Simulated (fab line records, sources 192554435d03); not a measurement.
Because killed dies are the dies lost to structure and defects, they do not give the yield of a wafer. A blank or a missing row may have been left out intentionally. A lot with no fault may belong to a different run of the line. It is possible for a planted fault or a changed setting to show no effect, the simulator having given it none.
fab line records + flow n5-finfet
record:
- lots: 4
- wafers: 12
- last-day: 16
route steps=1938 shown BEOL_M1@768 BEOL_M4@1111
lots with no fault: from the same line, run without faults
start-h: hours from the record's first day to the start of the lot's first wafer shown + wait-h: time in hours since the lot's previous step + " unchanged from the row above + L1.1+2: several wafers, shown together as one row + - either no value or no given start + * or withheld: withheld + < > ~ a bound
route shown NAME@n: NAME is a module with steps in the file, n the number in the route of the first one + usual: average and standard deviation across the fault-free wafers + same: alike in all rows + chamber/n: place in a boat + sites: each site's reading + _std_site: the standard deviation of these + _edge_site: mean of outer sites minus mean of inner sites + radius-mm: how far each site lies from the wafer's centre + mask NAME#n: copy n + behind: the last tool/chamber to shape the wafer + hold: what put the lot on hold/how long, in hours/how the hold closed + device: the n, p or np transistor that did not switch + end of line: the tests these same wafers got at the end of their route + a step given without rows: its recipe and nothing more + killed: at the first sort, the dies lost to defects and structure; wafer yield is something else + map: dies across one wafer; x = killed, . = not, _ = none there
set.NAME: the setting the step ran with; set.NAME@STEP: the setting that earlier step ran with + model.NAME: the simulator's own value behind a step, which no gauge read
certain route steps with their lots: each step a table, each wafer a row
services: from which hour (start-h, from the record's first day; less than 0 if before it) a tool's chamber was out of use, for how many hours, and why
== steps ==
step: N5_BEOL_M1_ETCH_74
recipe:
- chemistry: N2/H2
- target: underlayer
- target-depth-a: 65
- mask-material: CAR-EUV
- time-s: 5.2
- ion-energy-ev: 200
- pressure-mtorr: 30
- source-w: 840
- bias-w: 150
- n2-flow-sccm: 200
- h2-flow-sccm: 200
- ends: cleared
step: N5_BEOL_M1_ETCH_63
recipe:
- chemistry: CF4
- target: SiARC
- target-depth-a: 156
- mask-material: CAR-EUV
- time-s: 26
- ion-energy-ev: 80
- pressure-mtorr: 40
- source-w: 545
- bias-w: 36
- Ar_flow_sccm: 100
- cf4-flow-sccm: 100
- ends: cleared
step: N5_BEOL_M1_ETCH_64
recipe:
- chemistry: N2/H2
- target: SOC
- target-depth-a: 750
- overetch-a: 150
- mask-material: SiARC
- temp-c: 40
- time-s: 112.5
- ion-energy-ev: 200
- pressure-mtorr: 30
- source-w: 840
- bias-w: 150
- n2-flow-sccm: 200
- h2-flow-sccm: 200
step: N5_BEOL_M1_STRIP_65
recipe:
- chemistry: N2/H2
- temp-c: 40
- n2-flow-sccm: 200
- h2-flow-sccm: 200
- rf-frequency-hz: 6e+07
step: N5_BEOL_M1_STRIP_75
recipe:
- chemistry: N2/H2
- temp-c: 40
- n2-flow-sccm: 200
- h2-flow-sccm: 200
- rf-frequency-hz: 6e+07
step: N5_BEOL_M1_STRIP_66
recipe:
- chemistry: CF4
- resist: SiARC
- power-w: 300
- bias-power-w: 75
- pressure-mtorr: 50
- cf4-flow-sccm: 150
- rf-frequency-hz: 6e+07
step: N5_BEOL_M1_HM_OPEN_17
recipe:
- chemistry: Cl2/BCl3
- target-depth-a: 200
- overetch-a: 60
- target: TiN
- mask-material: SOC
- ion-energy-ev: 150
- pressure-mtorr: 10
- icp-w: 1000
- bias-w: 126
- Cl2_flow_sccm: 53.25
- bcl3-flow-sccm: 21.75
- Ar_flow_sccm: 25
step: N5_BEOL_M1_STRIP_19
recipe:
- chemistry: O2
- power-w: 400
- temp-c: 40
- pressure-mtorr: 30
- rf-frequency-hz: 6e+07
- bias-power-w: 0
- overash-fraction: 0.2
- o2-flow-sccm: 225
step: N5_BEOL_M1_COAT_67
recipe:
- resist: SOC
- temp-c: 250
- time-s: 60
- spin-rpm: 1500
- resist-thk-nm: 60
step: N5_BEOL_M1_COAT_68
recipe:
- resist: SiARC
- temp-c: 220
- time-s: 60
- spin-rpm: 1500
- resist-thk-nm: 12
step: N5_BEOL_M1_COAT_76
recipe:
- resist: underlayer
- temp-c: 205
- time-s: 60
- spin-rpm: 1500
- resist-thk-nm: 5
step: N5_BEOL_M1_COAT_22
recipe:
- resist: CAR-EUV
- spin-rpm: 1500
- resist-thk-nm: 30
usual:
- resist-line-temp-C: 23.00/0.11
- spin-speed-rpm: 1499.9/0.89
| lot.wafer | tool           | chamber | start-h | wait-h | resist-line-temp-C | spin-speed-rpm | model.CAR-EUV_of_BEOL_M1_COAT_22.thk-nm |
|-----------|----------------|---------|---------|--------|--------------------|----------------|-----------------------------------------|
| L176.4    | litho-track-01 | 0       | 123.70  | -      | 23.08              | 1499.1         | 30                                      |
| L176.5    | "              | 0       | "       | "      | 23.16              | 1498.9         | 30                                      |
| L176.6    | "              | 0       | "       | "      | 23.12              | 1499.2         | 30                                      |
| L192.2    | litho-track-01 | 0       | 219.30  | -      | 23.09              | 1835.4         | 27                                      |
| L192.3    | "              | 0       | "       | "      | 23.00              | 1834.7         | 27                                      |
| L192.4    | "              | 0       | "       | "      | 23.09              | 1834.5         | 27.2                                    |
| L194.3    | litho-track-01 | 0       | 226.35  | -      | 22.97              | 1835.5         | 27.2                                    |
| L194.5    | "              | 0       | "       | "      | 22.89              | 1834.0         | 27.2                                    |
| L194.6    | "              | 0       | "       | "      | 22.97              | 1833.5         | 27.2                                    |
| L195.1    | litho-track-04 | 0       | 238.05  | -      | 22.96              | 1498.8         | 30                                      |
| L195.2    | "              | 0       | "       | "      | 22.81              | 1500.8         | 30                                      |
| L195.4    | "              | 0       | "       | "      | 23.04              | 1500.6         | 30                                      |
step: N5_BEOL_M1_EBR_24
recipe:
- solvent: PGMEA
- ebr-width-mm: 1.5
step: N5_BEOL_M1_SOFTBAKE_23
recipe:
- temp-c: 110
- time-s: 60
- resist: CAR-EUV
step: N5_BEOL_M1_EXPOSE_25
recipe:
- mask-id: V0
- na: 0.33
- source-shape: quasar
- sigma-inner: 0.2
- sigma-outer: 0.8
- polarization: unpolarized
- defocus-nm: 5
- target-cd-nm: 24
- dose-mj: 63
step: N5_BEOL_M1_PEB_26
recipe:
- peb-temp-c: 100
- peb-time-s: 60
- resist: CAR-EUV
step: N5_BEOL_M1_DEVELOP_27
recipe:
- develop-time-s: 30
- developer: TMAH
- resist: CAR-EUV
- rinse-liquid: surfactant-rinse
- dry: air-spin
- dev-temp-c: 23
step: N5_BEOL_M1_DESCUM_33
recipe:
- chemistry: O2
- time-s: 7
- source-power-w: 50
- bias-power-w: 20
- pressure-mtorr: 20
- rf-frequency-hz: 2.712e+07
- temp-c: 40
- resist: CAR-EUV
- o2-flow-sccm: 225
step: N5_BEOL_M1_ETCH_77
recipe:
- chemistry: N2/H2
- target: underlayer
- target-depth-a: 65
- mask-material: CAR-EUV
- time-s: 5.2
- ion-energy-ev: 200
- pressure-mtorr: 30
- source-w: 840
- bias-w: 150
- n2-flow-sccm: 200
- h2-flow-sccm: 200
- ends: cleared
step: N5_BEOL_M1_ETCH_69
recipe:
- chemistry: CF4
- target: SiARC
- target-depth-a: 156
- mask-material: CAR-EUV
- time-s: 26
- ion-energy-ev: 80
- pressure-mtorr: 40
- source-w: 545
- bias-w: 36
- Ar_flow_sccm: 100
- cf4-flow-sccm: 100
- ends: cleared
step: N5_BEOL_M1_ALD_98
recipe:
- material: SiO2
- target-thk-a: 25
- temp-c: 100
- ald-precursor-family: BDEAS
- ald-co-reactant: O2-plasma
- pulse-time-s: 1
- co-reactant-pulse-time-s: 1
- purge-time-s: 2
- co-reactant-purge-time-s: 2
- ald-cycles: 17
- pressure-torr: 2
step: N5_BEOL_M1_ETCHBACK_99
recipe:
- chemistry: CHF3
- target: SiO2
- target-depth-a: 50
- time-s: 10.4
- source-w: 215
- bias-w: 47
- Ar_flow_sccm: 200
- CHF3_flow_sccm: 12
- ion-energy-ev: 100
- pressure-mtorr: 30
usual:
- drypump-motor-current-A: 5.9/0.49
- oes-product-au: 0.75/0.06
- rf-vpp-V: 241/3.1
- showerhead-plenum-p-Torr: 2.16/0.077
- throttle-valve-pct: 17.10/0.17
| lot.wafer | tool        | chamber | start-h | wait-h | drypump-motor-current-A | oes-product-au | rf-hours-counter-h | rf-vpp-V | showerhead-plenum-p-Torr | throttle-valve-pct | model.CAR-EUV_of_BEOL_M1_COAT_22.thk-nm |
|-----------|-------------|---------|---------|--------|-------------------------|----------------|--------------------|----------|--------------------------|--------------------|-----------------------------------------|
| L176.4    | rie-diel-04 | 3       | 127.88  | 3.6    | 5.9                     | 0.72           | -                  | 244      | 2.25                     | 17.11              | 10.4                                    |
| L176.5    | "           | 2       | "       | "      | 5.4                     | 0.77           | -                  | 238      | 2.15                     | 17.04              | 10.4                                    |
| L176.6    | "           | 1       | "       | "      | 6.0                     | 0.73           | -                  | 239      | 2.24                     | 17.07              | 10.2                                    |
| L192.2    | rie-diel-02 | 1       | 225.63  | 5.8    | 6.2                     | 0.74           | 161                | 240      | 2.06                     | 17.02              | 7.4                                     |
| L192.3    | "           | 2       | "       | "      | 6.1                     | 0.72           | 175                | 239      | 2.13                     | 16.92              | 7.6                                     |
| L192.4    | "           | 0       | "       | "      | 5.1                     | 0.79           | 115                | 246      | 2.26                     | 16.99              | 7.6                                     |
| L194.3    | rie-diel-03 | 2       | 228.39  | 1.4    | 5.3                     | 0.71           | 210                | 237      | 2.13                     | 16.91              | 7.6                                     |
| L194.5    | "           | 3       | "       | "      | 5.3                     | 0.71           | -                  | 241      | 2.05                     | 17.29              | 7.6                                     |
| L194.6    | "           | 2       | "       | "      | 5.3                     | 0.71           | -                  | 239      | 2.13                     | 16.91              | 7.6                                     |
| L195.1    | rie-diel-02 | 0       | 239.89  | 0.2    | 5.1                     | 0.78           | 119                | 246      | 2.26                     | 17.01              | 10.4                                    |
| L195.2    | "           | 2       | "       | "      | 6.2                     | 0.72           | 179                | 241      | 2.13                     | 16.94              | 10.6                                    |
| L195.4    | "           | 1       | "       | "      | 6.1                     | 0.74           | 165                | 239      | 2.06                     | 17.03              | 10.4                                    |
step: N5_BEOL_M1_ETCH_70
recipe:
- chemistry: N2/H2
- target: SOC
- target-depth-a: 800
- overetch-a: 160
- mask-material: SiARC
- temp-c: 40
- time-s: 120
- ion-energy-ev: 200
- pressure-mtorr: 30
- source-w: 840
- bias-w: 150
- n2-flow-sccm: 200
- h2-flow-sccm: 200
step: N5_BEOL_M4_RC_MEAS_101
usual:
- DIBL_N: 35.8/1.6
- DIBL_P: 36.0/2.1
- IOFF_N: 0.153/0.026
- IOFF_P: 0.21/0.037
- ION_N: 673/11
- ION_P: 462/7.6
- SS_N: 71.4/0.53
- SS_P: 73.2/0.67
- VT_N: 250/3.2
- VT_P: -250/3.7
| lot.wafer | tool      | chamber | start-h | wait-h | DIBL_N[mV/V] | DIBL_P[mV/V] | IOFF_N[nA/um] | IOFF_P[nA/um] | ION_N[uA/um] | ION_P[uA/um] | SS_N[mV/dec] | SS_P[mV/dec] | VT_N[mV] | VT_P[mV] |
|-----------|-----------|---------|---------|--------|--------------|--------------|---------------|---------------|--------------|--------------|--------------|--------------|----------|----------|
| L176.4    | prober-02 | 0       | 169.88  | 0.5    | 33.7         | 34.6         | 0.130         | 0.19          | 675          | 469          | 70.5         | 72.6         | 251      | -250     |
| L176.5    | "         | 0       | "       | "      | 36.0         | 37.8         | 0.163         | 0.24          | 694          | 477          | 71.3         | 72.8         | 247      | -248     |
| L176.6    | "         | 0       | "       | "      | 32.9         | 33.0         | 0.114         | 0.16          | 670          | 460          | 70.0         | 72.0         | 252      | -254     |
| L192.2    | prober-02 | 0       | 269.44  | 0.2    | 37.0         | 35.1         | 0.148         | 0.20          | 672          | 463          | 71.8         | 72.9         | 253      | -249     |
| L192.3    | "         | 0       | "       | "      | 37.1         | 35.6         | 0.150         | 0.21          | 667          | 461          | 71.5         | 73.4         | 250      | -252     |
| L192.4    | "         | 0       | "       | "      | 36.5         | 35.2         | 0.145         | 0.20          | 675          | 463          | 71.8         | 73.5         | 251      | -249     |
| L194.3    | prober-02 | 0       | 274.92  | 0.3    | 37.6         | 35.7         | 0.163         | 0.19          | 676          | 459          | 72.4         | 72.8         | 249      | -254     |
| L194.5    | "         | 0       | "       | "      | 34.0         | 31.3         | 0.105         | 0.13          | 654          | 452          | 70.7         | 71.4         | 254      | -257     |
| L194.6    | "         | 0       | "       | "      | 36.4         | 35.3         | 0.141         | 0.17          | 670          | 455          | 71.8         | 73.0         | 251      | -256     |
| L195.1    | prober-01 | 0       | 289.30  | 0.0    | 38.0         | 39.5         | 0.183         | 0.24          | 679          | 465          | 72.1         | 74.6         | 252      | -250     |
| L195.2    | "         | 0       | "       | "      | 39.4         | 40.2         | 0.217         | 0.27          | 695          | 469          | 72.5         | 74.8         | 249      | -250     |
| L195.4    | "         | 0       | "       | "      | 36.0         | 35.2         | 0.145         | 0.18          | 667          | 454          | 71.4         | 73.5         | 251      | -254     |
== services ==
| tool        | chamber | start-h | hours | kind                          |
|-------------|---------|---------|-------|-------------------------------|
| rie-diel-02 | -       | 104.66  | 0.8   | repair                        |
| rie-diel-04 | -       | 117.44  | 2.2   | repair                        |
| rie-diel-03 | 2       | 119.39  | 6.6   | repair                        |
| rie-diel-02 | -       | 126.83  | 2.8   | pm                            |
| rie-diel-02 | 3       | 178.90  | -     | clean                         |
| rie-diel-02 | 3       | 178.90  | -     | consumable-replace:focus-ring |
| rie-diel-02 | 3       | 178.90  | 12.8  | scheduled-down                |
| rie-diel-02 | 3       | 178.90  | 12.8  | vent-cycle                    |
| rie-diel-02 | 3       | 210.65  | 2.9   | repair                        |
| rie-diel-03 | 0       | 225.48  | -     | clean                         |
| rie-diel-03 | 0       | 225.48  | -     | consumable-replace:focus-ring |
| rie-diel-03 | 0       | 225.48  | -     | consumable-replace:showerhead |
| rie-diel-03 | 0       | 225.48  | 21.1  | scheduled-down                |
| rie-diel-03 | 0       | 225.48  | 21.1  | vent-cycle                    |
== key ==
first-sign:
- step: N5_BEOL_M1_COAT_22
- reading: spin-speed-rpm
- direction: up
- sigmas: 99+
- usual: *
- struck: *
effect none on later readings
model-effect:
- step: N5_BEOL_M1_COAT_22
- value: CAR-EUV_of_BEOL_M1_COAT_22.thk-nm
- without: 30
- struck: 27.13
model-effect:
- step: N5_BEOL_M1_ETCHBACK_99
- value: CAR-EUV_of_BEOL_M1_COAT_22.thk-nm
- without: 10.43
- struck: 7.567
met-at N5_BEOL_M1_COAT_22
struck-wafers L192.2,L192.3,L192.4,L194.3,L194.5,L194.6
onset-between 123.70 219.30
fault:
- kind: process-parameter-drift
- tool: litho-track-01
- chamber: -
- onset-h: 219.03
- steps: N5_BEOL_M1_COAT_22
- channel: spin-rpm
- offset: *
- shape: step
- end-h: 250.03
- acts-in: *
- stated: *
